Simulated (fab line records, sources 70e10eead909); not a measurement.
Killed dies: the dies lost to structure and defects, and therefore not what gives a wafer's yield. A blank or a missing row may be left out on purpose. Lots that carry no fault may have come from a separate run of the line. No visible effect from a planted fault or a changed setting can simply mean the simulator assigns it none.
fab line records	flow nand_harc
[record] lots = 12	wafers = 36	last_day = 33
route steps=1302 shown A_CONTACT@1007 END@1302
lots that met no fault: taken from a fault-free run of the same line
start_h: hours from the record's first day to the start of the lot's first wafer shown	wait_h: hours from the lot's prior step to this one	" identical to the entry in the row above	L1.1+2: several wafers, shown together as one row	- no value, or no start given	* or withheld: withheld	< > ~ a bound
route shown NAME@n: NAME is a module with steps in the file, n the number in the route of the first one	usual: mean/standard deviation taken from wafers without a fault	same: alike in all rows	chamber/n: place in a boat	sites: the reading at each site	_std_site: the values' standard deviation	_edge_site: outer sites' mean less inner sites'	radius_mm: for every site, how far away it sits from the centre of the wafer	mask NAME#n: copy n	behind: the most recent tool/chamber to have shaped the wafer	hold: why the lot went on hold/how many hours it stayed there/how the hold came to an end	device: whichever transistor did not switch (one of n, p or np)	end of line: the tests these same wafers got at the end of their route	for a step that has no rows: nothing shown but its recipe	killed: count of dies lost to structure and defects at first sort (not the wafer's yield)	map: per-die view of a wafer (x killed, . not killed, _ where there is no die)
set.NAME: setting as actually run; set.NAME@STEP: the setting as run at that earlier step	model.NAME: the simulator's own value behind a step, which no gauge read
route steps across a sampled set of lots; one table per step, one row per wafer
services: when a tool's chamber went out of use (start_h, in hours from the record's first day, below 0 if earlier), for how many hours, and the reason
[[steps]]
[step NHARC_A_CONTACT_ETCH_113]
[recipe] source_w = withheld	pressure_mtorr = 20	bias_v = 3000	time_s = 190	target_depth_a = 18500	ar_flow_sccm = withheld	c4f8_flow_sccm = withheld	o2_flow_sccm = withheld	chemistry = C4F8/O2/Ar
[usual] run_length_s = 190/0
[same] time_s = 190
lot.wafer	tool	chamber	start_h	wait_h	rf_hours_counter_h	run_length_s
L584.2	har_cap_etch-01	0	481.11	0.1	124	190
L584.1	"	1	"	"	124	190
L584.5	"	1	"	"	-	190
L586.1	har_cap_etch-03	1	503.84	0.1	43	190
L586.3	"	1	"	"	-	190
L586.6	"	0	"	"	-	190
L587.1	har_cap_etch-01	0	528.57	0.1	2	190
L587.2	"	1	"	"	2	190
L587.5	"	1	"	"	-	190
L593.2	har_cap_etch-01	1	588.33	0.1	13	190
L593.3	"	1	"	"	-	190
L593.5	"	1	"	"	-	190
L596.2	har_cap_etch-01	1	608.75	0.1	17	190
L596.4	"	0	"	"	-	190
L596.6	"	1	"	"	-	190
L599.2	har_cap_etch-03	0	640.47	0.1	66	190
L599.4	"	0	"	"	-	190
L599.5	"	1	"	"	-	190
L600.1	har_cap_etch-03	0	653.60	0.1	69	190
L600.2	"	1	"	"	69	190
L600.3	"	1	"	"	-	190
L603.3	har_cap_etch-02	0	678.16	0.1	-	190
L603.5	"	1	"	"	-	190
L603.6	"	0	"	"	-	190
L604.1	har_cap_etch-01	0	687.48	0.1	34	190
L604.4	"	1	"	"	-	190
L604.5	"	0	"	"	-	190
L605.1	har_cap_etch-03	1	708.07	0.1	78	190
L605.4	"	1	"	"	-	190
L605.5	"	1	"	"	-	190
L606.4	har_cap_etch-01	0	709.62	0.1	-	190
L606.6	"	0	"	"	-	190
L606.5	"	1	"	"	-	190
L607.1	har_cap_etch-03	1	728.74	0.1	82	190
L607.4	"	0	"	"	-	190
L607.3	"	1	"	"	-	190
[step NHARC_A_CONTACT_ETCH_117]
[recipe] source_w = withheld	pressure_mtorr = 20	bias_v = 3000	time_s = 190	target_depth_a = 18500	ar_flow_sccm = withheld	c4f8_flow_sccm = withheld	o2_flow_sccm = withheld	chemistry = C4F8/O2/Ar
[usual] run_length_s = 190/0
[same] time_s = 190
lot.wafer	tool	chamber	start_h	wait_h	rf_hours_counter_h	run_length_s
L584.2	har_cap_etch-01	0	481.79	0.1	125	190
L584.1	"	1	"	"	125	190
L584.5	"	1	"	"	-	190
L586.1	har_cap_etch-03	1	504.53	0.1	43	190
L586.3	"	1	"	"	-	190
L586.6	"	0	"	"	-	190
L587.1	har_cap_etch-01	0	529.26	0.1	3	190
L587.2	"	1	"	"	3	190
L587.5	"	1	"	"	-	190
L593.2	har_cap_etch-01	1	589.02	0.1	14	190
L593.3	"	1	"	"	-	190
L593.5	"	1	"	"	-	190
L596.2	har_cap_etch-01	1	609.43	0.1	18	190
L596.4	"	0	"	"	-	190
L596.6	"	1	"	"	-	190
L599.2	har_cap_etch-03	0	641.15	0.1	67	190
L599.4	"	0	"	"	-	190
L599.5	"	1	"	"	-	190
L600.1	har_cap_etch-03	0	654.28	0.1	69	190
L600.2	"	1	"	"	69	190
L600.3	"	1	"	"	-	190
L603.3	har_cap_etch-02	0	678.85	0.1	-	190
L603.5	"	1	"	"	-	190
L603.6	"	0	"	"	-	190
L604.1	har_cap_etch-01	0	688.16	0.1	35	190
L604.4	"	1	"	"	-	190
L604.5	"	0	"	"	-	190
L605.1	har_cap_etch-03	1	708.76	0.1	79	190
L605.4	"	1	"	"	-	190
L605.5	"	1	"	"	-	190
L606.4	har_cap_etch-01	0	710.30	0.1	-	190
L606.6	"	0	"	"	-	190
L606.5	"	1	"	"	-	190
L607.1	har_cap_etch-03	1	729.43	0.1	83	190
L607.4	"	0	"	"	-	190
L607.3	"	1	"	"	-	190
[step NHARC_A_CONTACT_ETCH_121]
[recipe] source_w = withheld	pressure_mtorr = 20	bias_v = 3000	time_s = 190	target_depth_a = 18500	ar_flow_sccm = withheld	c4f8_flow_sccm = withheld	o2_flow_sccm = withheld	chemistry = C4F8/O2/Ar
[usual] run_length_s = 190/0
[same] time_s = 190
lot.wafer	tool	chamber	start_h	wait_h	rf_hours_counter_h	run_length_s
L584.2	har_cap_etch-01	0	482.48	0.1	126	190
L584.1	"	1	"	"	126	190
L584.5	"	1	"	"	-	190
L586.1	har_cap_etch-03	1	505.21	0.1	44	190
L586.3	"	1	"	"	-	190
L586.6	"	0	"	"	-	190
L587.1	har_cap_etch-01	0	529.94	0.1	3	190
L587.2	"	1	"	"	3	190
L587.5	"	1	"	"	-	190
L593.2	har_cap_etch-01	1	589.70	0.1	15	190
L593.3	"	1	"	"	-	190
L593.5	"	1	"	"	-	190
L596.2	har_cap_etch-01	1	610.10	0.1	19	190
L596.4	"	0	"	"	-	190
L596.6	"	1	"	"	-	190
L599.2	har_cap_etch-03	0	641.84	0.1	68	190
L599.4	"	0	"	"	-	190
L599.5	"	1	"	"	-	190
L600.1	har_cap_etch-03	0	655.14	0.2	70	190
L600.2	"	1	"	"	70	190
L600.3	"	1	"	"	-	190
L603.3	har_cap_etch-02	0	679.53	0.1	-	190
L603.5	"	1	"	"	-	190
L603.6	"	0	"	"	-	190
L604.1	har_cap_etch-01	0	688.84	0.1	35	190
L604.4	"	1	"	"	-	190
L604.5	"	0	"	"	-	190
L605.1	har_cap_etch-03	1	709.44	0.1	79	190
L605.4	"	1	"	"	-	190
L605.5	"	1	"	"	-	190
L606.4	har_cap_etch-01	0	710.99	0.1	-	190
L606.6	"	0	"	"	-	190
L606.5	"	1	"	"	-	190
L607.1	har_cap_etch-03	1	730.11	0.1	83	190
L607.4	"	0	"	"	-	190
L607.3	"	1	"	"	-	190
[step NHARC_A_CONTACT_ETCH_102]
[recipe] target_depth_a = 1000	overetch_a = 100	time_s = 55	ion_energy_ev = 100	cf4_flow_sccm = 80	o2_flow_sccm = 20	ar_flow_sccm = 0	rf_w = 300	bias_w = 100	chemistry = CF4/O2
[usual] drypump_motor_current_A = 5.8/0.52	oes_o_777_au = 1.000/0.0044	oes_product_au = 0.998/0.014	rf_vpp_V = 197.4/1.1	run_length_s = 76.1/0.42	showerhead_plenum_p_Torr = 1.32/0.041	throttle_valve_pct = 13.396/0.0095
lot.wafer	tool	chamber	start_h	wait_h	drypump_motor_current_A	oes_o_777_au	oes_product_au	rf_hours_counter_h	rf_vpp_V	run_length_s	showerhead_plenum_p_Torr	throttle_valve_pct
L584.2	rie_diel-13	3	484.32	0.1	6.2	1.003	0.983	46	197.1	76.0	1.31	13.407
L584.1	"	0	"	"	5.4	1.003	1.003	45	199.3	75.6	1.34	13.388
L584.5	"	0	"	"	5.3	1.001	1.007	-	199.2	75.5	1.34	13.396
L586.3	rie_diel-06	0	507.05	0.1	5.0	1.004	1.009	3	199.3	76.8	1.32	13.388
L586.1	"	1	"	"	6.2	0.997	0.997	3	198.4	76.4	1.40	13.396
L586.6	"	2	"	"	5.6	1.000	0.992	-	197.1	76.7	1.26	13.390
L587.1	rie_diel-06	1	531.77	0.1	6.2	1.004	1.004	8	198.4	76.3	1.40	13.394
L587.2	"	3	"	"	6.5	1.003	1.002	7	201.0	75.7	1.36	13.372
L587.5	"	2	"	"	5.6	1.005	0.991	-	196.9	76.9	1.26	13.393
L593.2	rie_diel-06	1	592.90	0.1	6.2	0.995	0.989	22	199.1	76.1	1.40	13.387
L593.3	"	3	"	"	6.5	1.006	1.000	20	198.9	75.7	1.36	13.398
L593.5	"	0	"	"	5.0	1.004	0.990	-	197.0	72.1	1.32	13.397
L596.4	rie_diel-06	0	611.93	0.0	5.0	1.007	0.996	24	198.1	72.4	1.32	13.402
L596.2	"	3	"	"	6.5	1.002	1.005	23	197.8	75.5	1.36	13.386
L596.6	"	0	"	"	5.0	0.998	0.996	-	196.0	72.2	1.32	13.397
L599.4	rie_diel-13	2	643.79	0.1	5.9	1.000	0.991	35	197.6	76.4	1.29	13.389
L599.2	"	3	"	"	6.2	1.000	0.982	36	197.9	75.8	1.30	13.410
L599.5	"	2	"	"	5.9	0.999	0.973	-	196.2	76.5	1.28	13.398
L600.2	rie_diel-13	0	657.24	0.0	5.4	0.999	0.984	48	197.3	75.4	1.33	13.413
L600.1	"	2	"	"	5.9	1.002	0.969	41	196.6	76.1	1.28	13.391
L600.3	"	3	"	"	6.2	1.004	0.982	39	196.0	75.8	1.30	13.405
L603.3	rie_diel-13	0	681.28	0.1	5.4	0.992	0.996	55	196.9	75.6	1.33	13.382
L603.5	"	2	"	"	5.9	1.007	0.960	-	197.6	76.4	1.28	13.412
L603.6	"	3	"	"	6.3	0.997	0.978	-	197.2	75.9	1.30	13.396
L604.1	rie_diel-06	0	690.72	0.1	5.0	1.003	0.999	3	195.9	76.8	1.32	13.388
L604.4	"	1	"	"	6.2	1.007	0.995	4	198.7	76.0	1.39	13.399
L604.5	"	2	"	"	5.6	0.997	1.011	-	196.8	77.0	1.25	13.389
L605.1	rie_diel-13	0	711.23	0.0	5.4	0.992	1.005	1	196.5	75.4	1.33	13.390
L605.4	"	2	"	"	5.9	0.993	1.013	1	197.0	75.9	1.28	13.394
L605.5	"	1	"	"	5.7	1.010	1.020	-	196.3	75.9	1.28	13.392
L606.4	rie_diel-06	0	712.77	0.1	5.0	1.006	1.006	7	197.3	76.6	1.32	13.390
L606.5	"	1	"	"	6.2	1.002	1.002	-	198.4	76.1	1.39	13.401
L606.6	"	2	"	"	5.6	1.003	1.009	-	197.6	76.7	1.25	13.408
L607.3	rie_diel-13	3	731.92	0.1	6.2	0.999	1.015	12	197.6	75.7	1.29	13.394
L607.1	"	0	"	"	5.4	0.998	1.012	12	196.4	75.8	1.32	13.382
L607.4	"	1	"	"	5.7	1.008	1.017	8	198.6	76.1	1.28	13.394
[step NHARC_END_SORT_01]
[recipe] temp_c = 25
[usual] killed_at_array = 55/17	killed_at_other = 0.9/1.2	killed_at_periphery = 3.7/2.5	killed_dies = 59/18	killed_open = 3.4/1.9	killed_short = 2.6/1.6
[same] gross_dies = 677
lot.wafer	tool	chamber	start_h	wait_h	hold	killed_at_array	killed_at_other	killed_at_periphery	killed_dies	killed_open	killed_short
L584.1	prober-01	0	562.27	2.5	-	64	1	6	71	7	4
L584.2	prober-01	0	563.06	2.8	-	55	0	3	58	5	1
L584.5	prober-01	0	565.43	3.7	-	52	2	1	55	3	5
L586.1	prober-01	0	572.71	2.6	-	38	2	8	48	6	4
L586.3	prober-01	0	574.31	3.1	-	44	1	8	53	1	1
L586.6	prober-01	0	576.70	4.0	-	35	0	4	39	3	3
L587.1	prober-01	0	631.66	2.5	-	61	2	6	69	4	0
L587.2	prober-01	0	632.45	2.8	-	57	4	6	67	3	0
L587.5	prober-01	0	634.83	3.7	-	56	4	3	63	0	2
L593.2	prober-01	0	666.26	2.8	await_dispo/4.8h/release	71	5	4	80	3	5
L593.3	prober-01	0	667.05	3.1	await_dispo/4.8h/release	73	3	7	83	1	1
L593.5	prober-01	0	668.63	3.6	await_dispo/4.8h/release	213	3	6	222	3	3
L596.2	prober-02	0	678.98	2.8	await_dispo/5.9h/release	63	0	0	63	2	3
L596.4	prober-02	0	680.62	3.5	await_dispo/5.9h/release	181	0	4	185	0	1
L596.6	prober-02	0	682.25	4.1	await_dispo/5.9h/release	179	1	6	186	4	0
L599.2	prober-02	0	705.76	2.8	-	64	0	7	71	5	1
L599.4	prober-02	0	707.38	3.4	-	42	0	5	47	2	2
L599.5	prober-02	0	708.19	3.7	-	50	2	13	65	4	2
L600.1	prober-01	0	739.18	2.5	-	60	2	7	69	7	1
L600.2	prober-01	0	739.97	2.8	-	38	0	5	43	6	2
L600.3	prober-01	0	740.77	3.1	-	50	1	8	59	4	4
L603.3	prober-02	0	745.56	3.1	-	89	1	5	95	5	8
L603.5	prober-02	0	747.17	3.7	-	72	0	1	73	0	4
L603.6	prober-02	0	747.98	4.0	-	82	0	5	87	5	6
L604.1	prober-01	0	752.61	2.5	-	60	0	6	66	4	1
L604.4	prober-01	0	755.00	3.4	-	28	1	5	34	1	2
L604.5	prober-01	0	755.80	3.7	-	32	0	2	34	2	1
L605.1	prober-02	0	778.83	2.5	-	31	2	5	38	5	2
L605.4	prober-02	0	781.22	3.4	-	40	2	1	43	4	0
L605.5	prober-02	0	782.02	3.7	-	35	4	2	41	4	3
L606.4	prober-01	0	781.26	3.4	-	66	1	3	70	4	3
L606.5	prober-01	0	782.07	3.7	-	70	1	3	74	3	2
L606.6	prober-01	0	782.88	4.1	-	69	0	5	74	4	5
L607.1	prober-01	0	798.52	2.5	-	30	0	2	32	3	3
L607.3	prober-01	0	800.12	3.1	-	34	1	1	36	3	3
L607.4	prober-01	0	800.92	3.4	-	47	0	1	48	2	4
// killed by level:class
L584.1 A_CHANNEL_HOLE_D2:chamber_film_flake=40 A_CONTACT:chamber_film_flake=9 A_STAIRCASE:chamber_film_flake=4 P_GATE:geometric_particle:open=2 P_CONTACT:geometric_particle:open=1 P_CONTACT:geometric_particle:short=1 A_CHANNEL_FILL_D1:geometric_particle:short=1 A_ONON_D2:geometric_particle:open=1
L584.2 A_CHANNEL_HOLE_D2:chamber_film_flake=32 A_STAIRCASE:chamber_film_flake=8 A_CONTACT:chamber_film_flake=6 A_BLC:geometric_particle:open=2 A_CHANNEL_HOLE_D1:chamber_film_flake=2 P_GATE:geometric_particle:open=1 P_M0:geometric_particle:open=1 A_WL_FILL:chamber_film_flake=1
L584.5 A_CHANNEL_HOLE_D2:chamber_film_flake=30 A_CONTACT:chamber_film_flake=8 A_CHANNEL_FILL_D1:geometric_particle:short=2 A_STAIRCASE:chamber_film_flake=2 A_WL_FILL:chamber_film_flake=2 THIN_TSV:chamber_film_flake=2 A_ONON_D1:geometric_particle:open=1 A_ONON_D2:geometric_particle:short=1
L586.1 A_SLIT:chamber_film_flake=18 A_CHANNEL_HOLE_D2:chamber_film_flake=7 P_M0:geometric_particle:open=3 P_ZERO_WELL:chamber_film_flake=2 P_M0:chamber_film_flake=2 A_STAIRCASE:chamber_film_flake=2 A_WL_FILL:chamber_film_flake=2 A_CONTACT:chamber_film_flake=2
L586.3 A_SLIT:chamber_film_flake=28 A_CHANNEL_HOLE_D2:chamber_film_flake=8 P_M0:chamber_film_flake=5 A_CONTACT:chamber_film_flake=3 P_ZERO_WELL:chamber_film_flake=2 A_WL_FILL:chamber_film_flake=2 P_M0:geometric_particle:open=1 A_CHANNEL_FILL_D1:geometric_particle:short=1
L586.6 A_SLIT:chamber_film_flake=16 A_CHANNEL_HOLE_D1:chamber_film_flake=4 A_CHANNEL_HOLE_D2:chamber_film_flake=4 A_WL_FILL:chamber_film_flake=4 P_CONTACT:geometric_particle:open=2 A_WL_FILL:geometric_particle:short=2 A_CONTACT:chamber_film_flake=2 A_ONON_D2:geometric_particle:short=1
L587.1 A_CHANNEL_HOLE_D2:chamber_film_flake=31 A_SLIT:chamber_film_flake=17 A_STAIRCASE:chamber_film_flake=4 A_CHANNEL_HOLE_D1:chamber_film_flake=3 A_CONTACT:chamber_film_flake=3 P_M1:chamber_film_flake=2 THIN_TSV:chamber_film_flake=2 P_M0:geometric_particle:open=1
L587.2 A_CHANNEL_HOLE_D2:chamber_film_flake=25 A_SLIT:chamber_film_flake=23 A_STAIRCASE:chamber_film_flake=4 THIN_TSV:chamber_film_flake=4 P_M1:chamber_film_flake=2 P_CONTACT:geometric_particle:open=1 P_BONDPAD:geometric_particle:open=1 A_DECK1_JOINT:geometric_particle:open=1
L587.5 A_CHANNEL_HOLE_D2:chamber_film_flake=24 A_SLIT:chamber_film_flake=22 THIN_TSV:chamber_film_flake=4 P_M1:chamber_film_flake=2 A_CHANNEL_HOLE_D1:chamber_film_flake=2 A_DECK1_JOINT:chamber_film_flake=2 A_STAIRCASE:chamber_film_flake=2 A_CONTACT:chamber_film_flake=2
L593.2 A_CHANNEL_HOLE_D1:chamber_film_flake=32 A_SLIT:chamber_film_flake=23 THIN_TSV:chamber_film_flake=5 A_CONTACT:chamber_film_flake=4 A_WL_FILL:geometric_particle:short=2 A_CHANNEL_HOLE_D2:unspecified=2 P_CONTACT:geometric_particle:open=1 P_M0:geometric_particle:short=1
L593.3 A_CHANNEL_HOLE_D1:chamber_film_flake=38 A_SLIT:chamber_film_flake=25 P_ZERO_WELL:chamber_film_flake=4 P_BONDPAD:chamber_film_flake=3 THIN_TSV:chamber_film_flake=3 A_CHANNEL_HOLE_D2:unspecified=2 A_STAIRCASE:chamber_film_flake=2 A_CONTACT:chamber_film_flake=2
L593.5 A_CONTACT:area_etch=131 A_SLIT:chamber_film_flake=34 A_CHANNEL_HOLE_D1:chamber_film_flake=32 P_GATE:chamber_film_flake=5 A_ZERO_WELL:chamber_film_flake=4 A_ONON_D2:geometric_particle:short=3 THIN_TSV:chamber_film_flake=3 A_CHANNEL_FILL_D2:chamber_film_flake=2
L596.2 A_CHANNEL_HOLE_D1:chamber_film_flake=32 A_CHANNEL_HOLE_D2:chamber_film_flake=12 A_SGD_CUT:chamber_film_flake=7 A_STAIRCASE:chamber_film_flake=4 A_ONON_D2:geometric_particle:short=1 A_CHANNEL_FILL_D2:geometric_particle:short=1 A_CHANNEL_FILL_D2:geometric_particle:open=1 A_SGD_CUT:geometric_particle:open=1
L596.4 A_CONTACT:area_etch=117 A_CHANNEL_HOLE_D1:chamber_film_flake=36 A_CHANNEL_HOLE_D2:chamber_film_flake=16 A_SLIT:chamber_film_flake=3 A_STAIRCASE:chamber_film_flake=3 P_ZERO_WELL:chamber_film_flake=2 P_CONTACT:chamber_film_flake=2 A_SGD_CUT:chamber_film_flake=2
L596.6 A_CONTACT:area_etch=125 A_CHANNEL_HOLE_D1:chamber_film_flake=29 A_CHANNEL_HOLE_D2:chamber_film_flake=12 A_STAIRCASE:chamber_film_flake=6 P_CONTACT:chamber_film_flake=4 A_WL_FILL:geometric_particle:open=2 P_M0:geometric_particle:open=1 A_ONON_D1:geometric_particle:open=1
L599.2 A_SLIT:chamber_film_flake=29 A_CHANNEL_HOLE_D2:chamber_film_flake=13 A_CONTACT:chamber_film_flake=6 A_CHANNEL_HOLE_D1:chamber_film_flake=5 A_STAIRCASE:chamber_film_flake=4 P_CONTACT:chamber_film_flake=3 P_GATE:chamber_film_flake=2 P_M1:geometric_particle:open=1
L599.4 A_SLIT:chamber_film_flake=15 A_CHANNEL_HOLE_D2:chamber_film_flake=11 A_STAIRCASE:chamber_film_flake=5 P_GATE:chamber_film_flake=3 A_CONTACT:chamber_film_flake=3 A_CHANNEL_HOLE_D1:chamber_film_flake=2 A_CHANNEL_HOLE_D1:geometric_particle:open=1 A_CHANNEL_HOLE_D1:geometric_particle:short=1
L599.5 A_SLIT:chamber_film_flake=13 A_CHANNEL_HOLE_D2:chamber_film_flake=13 A_CHANNEL_HOLE_D1:chamber_film_flake=11 P_CONTACT:chamber_film_flake=7 A_STAIRCASE:chamber_film_flake=5 P_GATE:chamber_film_flake=4 THIN_TSV:chamber_film_flake=2 A_ONON_D1:geometric_particle:open=1
L600.1 A_SLIT:chamber_film_flake=33 A_CHANNEL_HOLE_D1:chamber_film_flake=8 A_CHANNEL_HOLE_D2:chamber_film_flake=5 P_CONTACT:geometric_particle:open=3 A_CONTACT:chamber_film_flake=3 P_M1:chamber_film_flake=2 A_DECK1_JOINT:chamber_film_flake=2 A_WL_FILL:chamber_film_flake=2
L600.2 A_SLIT:chamber_film_flake=16 A_CHANNEL_HOLE_D1:chamber_film_flake=5 P_GATE:chamber_film_flake=3 A_CONTACT:chamber_film_flake=3 A_CHANNEL_HOLE_D2:chamber_film_flake=2 A_WL_FILL:chamber_film_flake=2 A_ONON_D1:geometric_particle:short=1 A_CHANNEL_FILL_D1:geometric_particle:short=1
L600.3 A_SLIT:chamber_film_flake=26 A_CHANNEL_HOLE_D1:chamber_film_flake=8 A_CONTACT:chamber_film_flake=4 P_GATE:chamber_film_flake=3 A_CHANNEL_HOLE_D2:chamber_film_flake=3 P_M1:chamber_film_flake=2 A_STAIRCASE:chamber_film_flake=2 P_STI:geometric_particle:open=1
L603.3 A_SLIT:chamber_film_flake=32 A_CHANNEL_HOLE_D1:chamber_film_flake=27 A_CONTACT:chamber_film_flake=10 A_STAIRCASE:chamber_film_flake=7 A_CHANNEL_FILL_D1:geometric_particle:short=3 A_ONON_D2:geometric_particle:short=2 P_GATE:geometric_particle:short=1 P_CONTACT:geometric_particle:open=1
L603.5 A_CHANNEL_HOLE_D1:chamber_film_flake=34 A_SLIT:chamber_film_flake=22 A_CONTACT:chamber_film_flake=7 A_STAIRCASE:chamber_film_flake=3 A_WL_FILL:chamber_film_flake=2 P_M2:geometric_particle:short=1 A_ONON_D1:geometric_particle:short=1 A_CHANNEL_FILL_D1:geometric_particle:short=1
L603.6 A_SLIT:chamber_film_flake=27 A_CHANNEL_HOLE_D1:chamber_film_flake=26 A_STAIRCASE:chamber_film_flake=9 A_CONTACT:chamber_film_flake=8 A_CHANNEL_FILL_D1:geometric_particle:short=2 P_GATE:chamber_film_flake=2 P_STI:geometric_particle:short=1 P_GATE:geometric_particle:open=1
L604.1 A_SLIT:chamber_film_flake=39 A_CHANNEL_HOLE_D1:chamber_film_flake=8 A_CONTACT:chamber_film_flake=7 P_M1:chamber_film_flake=3 A_CONTACT:geometric_particle:open=2 P_CONTACT:geometric_particle:open=1 A_ONON_D1:geometric_particle:open=1 A_WL_FILL:geometric_particle:short=1
L604.4 A_SLIT:chamber_film_flake=16 A_CHANNEL_HOLE_D1:chamber_film_flake=8 P_M1:chamber_film_flake=4 A_CONTACT:chamber_film_flake=2 P_CONTACT:geometric_particle:open=1 A_WL_FILL:geometric_particle:short=1 STARTING-WAFER:geometric_particle:short=1 A_CHANNEL_HOLE_D2:chamber_film_flake=1
L604.5 A_SLIT:chamber_film_flake=20 A_CHANNEL_HOLE_D1:chamber_film_flake=4 A_CONTACT:chamber_film_flake=4 P_M1:chamber_film_flake=2 A_CHANNEL_FILL_D2:geometric_particle:short=1 A_CHANNEL_FILL_D2:geometric_particle:open=1 A_CONTACT:geometric_particle:open=1 A_CHANNEL_FILL_D2:chamber_film_flake=1
L605.1 A_CHANNEL_HOLE_D1:chamber_film_flake=10 A_SLIT:chamber_film_flake=9 P_M1:chamber_film_flake=2 A_DECK1_JOINT:chamber_film_flake=2 A_STAIRCASE:chamber_film_flake=2 A_CONTACT:chamber_film_flake=2 HYBRID_BOND:chamber_film_flake=2 P_GATE:geometric_particle:open=1
L605.4 A_CHANNEL_HOLE_D1:chamber_film_flake=18 A_SLIT:chamber_film_flake=9 A_CONTACT:chamber_film_flake=4 A_DECK1_JOINT:chamber_film_flake=2 A_STAIRCASE:chamber_film_flake=2 HYBRID_BOND:chamber_film_flake=2 P_M1:geometric_particle:open=1 A_CHANNEL_FILL_D1:geometric_particle:open=1
L606.4 A_SLIT:chamber_film_flake=35 A_CHANNEL_HOLE_D2:chamber_film_flake=16 A_CHANNEL_HOLE_D1:chamber_film_flake=5 A_CONTACT:chamber_film_flake=4 P_CONTACT:geometric_particle:open=2 A_ONON_D1:geometric_particle:open=2 A_ONON_D2:geometric_particle:short=2 A_SOURCE_PLATE:geometric_particle:short=1
L605.5 A_CHANNEL_HOLE_D1:chamber_film_flake=11 A_SLIT:chamber_film_flake=8 A_DECK1_JOINT:chamber_film_flake=4 A_CHANNEL_FILL_D1:geometric_particle:open=2 A_STAIRCASE:chamber_film_flake=2 A_CONTACT:chamber_film_flake=2 HYBRID_BOND:chamber_film_flake=2 THIN_TSV:chamber_film_flake=2
L606.5 A_CHANNEL_HOLE_D2:chamber_film_flake=26 A_SLIT:chamber_film_flake=19 A_CHANNEL_HOLE_D1:chamber_film_flake=11 A_CONTACT:chamber_film_flake=6 A_DECK1_JOINT:chamber_film_flake=3 P_STI:chamber_film_flake=2 P_BONDPAD:geometric_particle:open=1 A_CHANNEL_FILL_D1:geometric_particle:short=1
L606.6 A_SLIT:chamber_film_flake=31 A_CHANNEL_HOLE_D2:chamber_film_flake=17 A_CHANNEL_HOLE_D1:chamber_film_flake=8 A_ONON_D2:geometric_particle:short=2 A_ONON_D2:geometric_particle:open=2 P_STI:chamber_film_flake=2 A_CONTACT:chamber_film_flake=2 P_GATE:geometric_particle:open=1
L607.1 A_SLIT:chamber_film_flake=18 P_M0:geometric_particle:open=2 A_ONON_D2:geometric_particle:short=2 A_CHANNEL_HOLE_D2:chamber_film_flake=2 A_WL_FILL:chamber_film_flake=2 A_WL_FILL:geometric_particle:short=1 A_M1:geometric_particle:open=1 A_ZERO_WELL:chamber_film_flake=1
L607.3 A_SLIT:chamber_film_flake=20 A_WL_FILL:geometric_particle:short=2 A_CHANNEL_HOLE_D1:chamber_film_flake=2 A_STAIRCASE:chamber_film_flake=2 A_WL_FILL:chamber_film_flake=2 P_M0:geometric_particle:open=1 A_CHANNEL_FILL_D1:geometric_particle:short=1 A_CHANNEL_FILL_D2:geometric_particle:open=1
L607.4 A_SLIT:chamber_film_flake=32 A_CONTACT:chamber_film_flake=5 A_CHANNEL_HOLE_D1:geometric_particle:short=2 A_CHANNEL_HOLE_D2:chamber_film_flake=2 A_CHANNEL_FILL_D1:geometric_particle:open=1 A_CHANNEL_FILL_D1:geometric_particle:short=1 A_CHANNEL_FILL_D2:geometric_particle:open=1 A_WL_FILL:geometric_particle:short=1
[[services]]
tool	chamber	start_h	hours	kind
rie_diel-06	0	463.30	-	clean
rie_diel-06	1	463.30	-	clean
rie_diel-06	2	463.30	-	clean
rie_diel-06	3	463.30	-	clean
rie_diel-13	0	473.51	-	clean
rie_diel-13	1	473.51	-	clean
rie_diel-13	2	473.51	-	clean
rie_diel-13	3	473.51	-	clean
rie_diel-06	-	484.24	9.0	pm
rie_diel-06	0	484.24	9.0	vent_cycle
har_cap_etch-01	-	497.00	17.0	pm
har_cap_etch-01	0	497.00	17.0	vent_cycle
har_cap_etch-01	1	497.00	17.0	vent_cycle
har_cap_etch-01	0	514.00	-	clean
har_cap_etch-01	0	514.00	-	consumable_replace:focus_ring
har_cap_etch-01	1	514.00	-	clean
har_cap_etch-02	-	515.90	0.5	repair
rie_diel-13	-	519.00	9.0	pm
rie_diel-06	2	586.16	8.3	repair
har_cap_etch-01	-	624.35	0.1	repair
har_cap_etch-03	-	648.00	0.6	repair
rie_diel-13	3	648.51	3.9	repair
rie_diel-06	-	661.24	9.0	pm
rie_diel-13	-	696.00	9.0	pm
[[key]]
[first_sign] step = NHARC_A_CONTACT_ETCH_102	reading = run_length_s	direction = down	sigmas = 9.2	usual = *	struck = *
[effect] step = NHARC_END_SORT_01	reading = killed_at_array	direction = up	sigmas = 7.9	usual = 55	struck = 191
[more_kills_born_at] NHARC_A_CONTACT_ETCH_102@rie_diel-06 = 373
met_at NHARC_A_CONTACT_ETCH_102
struck_lots L593,L596
struck_wafers L593.5,L596.4,L596.6
tester_left_out L593,L596
not_acting_at NHARC_A_CONTACT_ETCH_113,NHARC_A_CONTACT_ETCH_117,NHARC_A_CONTACT_ETCH_121
onset_between 507.05 592.90
[fault] kind = process_parameter_drift	tool = rie_diel-06	chamber = 0	onset_h = 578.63	steps = NHARC_A_CONTACT_ETCH_102	channel = time_s	offset = *	shape = step	end_h = 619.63	acts_in = *	stated = *
// tester_left_out: of these lots the tester's yield and bins aren't shown, on N5 and GAA mostly nor the transistor test; their killed dies are dies lost to structure and defects alone, not to doping, threshold or leakage, so they don't give the yield
